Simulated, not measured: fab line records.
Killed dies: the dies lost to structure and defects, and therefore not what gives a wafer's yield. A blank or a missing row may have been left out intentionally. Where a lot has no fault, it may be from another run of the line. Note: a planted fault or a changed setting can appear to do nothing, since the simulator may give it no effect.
Which of the tools did it? -- flow n5-finfet -- Sampling: 10 lots, 29 wafers, 4 of 1938 route steps

== WHAT THE GAUGES READ, wafer by wafer ==
N5_MIM_BOT_LITHO_CD_MEAS_08: target cd 3000 nm.
lot,measured,on,cd-nm (nm)
L242,day 11 16:44,cd-sem-03,3000.5 2998.0 2999.5
L243,day 12 17:43,cd-sem-02,2999.0 2998.9 3000.5
L246,day 13 09:10,cd-sem-02,2999.8 3000.3 2997.8
L247,day 14 05:10,cd-sem-03,2999.5 3008.4
L254,day 15 12:37,cd-sem-02,2997.7 3002.3 2999.9
L256,day 15 12:52,cd-sem-01,2998.5 3002.8 3002.3
L258,day 16 20:18,cd-sem-01,3000.1 2999.3 3002.5
L261,day 17 03:18,cd-sem-02,3000.8 3003.8 2998.9
L263,day 18 08:34,cd-sem-01,3003.1 3000.0 2999.8
L265,day 18 19:05,cd-sem-02,3003.5 3002.4 3002.9

== EACH LOT AND THE TOOL THAT RAN IT (in order: tool; ch and the chambers of the sampled wafers; start) ==
lot,N5_MIM_TOP_DEGAS_04,N5_MIM_TOP_LITHO_DESCUM_10,N5_MIM_BOT_LITHO_PEB_06
L242,"pvd-sputter-03, day 11 15:33","rie-diel-01 ch 0,2,3, day 11 16:04","litho-track-02 ch 0, day 11 16:37"
L243,"pvd-sputter-01, day 12 16:17","rie-diel-06 ch 0,1,3, day 12 16:48","litho-track-02 ch 0, day 12 17:36"
L246,"pvd-sputter-02, day 13 07:26","rie-diel-05 ch 0,1,3, day 13 08:17","litho-track-05 ch 0, day 13 09:02"
L247,"pvd-sputter-03, day 14 03:32","rie-diel-05 ch 0,1, day 14 04:14","litho-track-02 ch 0, day 14 05:03"
L254,"pvd-sputter-02, day 15 11:14","rie-diel-01 ch 0,1, day 15 11:58","litho-track-01 ch 0, day 15 12:30"
L256,"pvd-sputter-02, day 15 11:41","rie-diel-05 ch 0,1,2, day 15 12:13","litho-track-01 ch 0, day 15 12:44"
L258,"pvd-sputter-02, day 16 18:58","rie-diel-06 ch 0,2,3, day 16 19:31","litho-track-01 ch 0, day 16 20:10"
L261,"pvd-sputter-03, day 17 02:01","rie-diel-06 ch 1,2,3, day 17 02:32","litho-track-05 ch 0, day 17 03:11"
L263,"pvd-sputter-03, day 18 06:28","rie-diel-01 ch 0,2,3, day 18 07:53","litho-track-02 ch 0, day 18 08:27"
L265,"pvd-sputter-03, day 18 17:41","rie-diel-06 ch 2,3, day 18 18:26","litho-track-05 ch 0, day 18 18:58"
- N5_MIM_TOP_DEGAS_04: time 60 s.
- N5_MIM_TOP_LITHO_DESCUM_10: chemistry O2, time 7.9 s.
- N5_MIM_BOT_LITHO_PEB_06

== THE ANSWER, worked out from the rows above alone ==
Rule: usual is defined by the lots themselves. The widest of any qualifying gaps counts: lots, ordered by their means at a reading, are off when they make up no more than a third of the lots, leave a main group of 4 or more, and stand apart from it by 3 or more times the standard deviation of that group's means. The tables above print the reading to a certain number of digits; a main group whose means all agree to those digits is not used. A lot without any number at a reading at which 4 lots or more have one is off too. The other lots that the step has rows for count as sound.
No lot is off at any reading shown: from this, nothing can be told.

== WHAT WAS PUT IN BY THE SIMULATOR ==
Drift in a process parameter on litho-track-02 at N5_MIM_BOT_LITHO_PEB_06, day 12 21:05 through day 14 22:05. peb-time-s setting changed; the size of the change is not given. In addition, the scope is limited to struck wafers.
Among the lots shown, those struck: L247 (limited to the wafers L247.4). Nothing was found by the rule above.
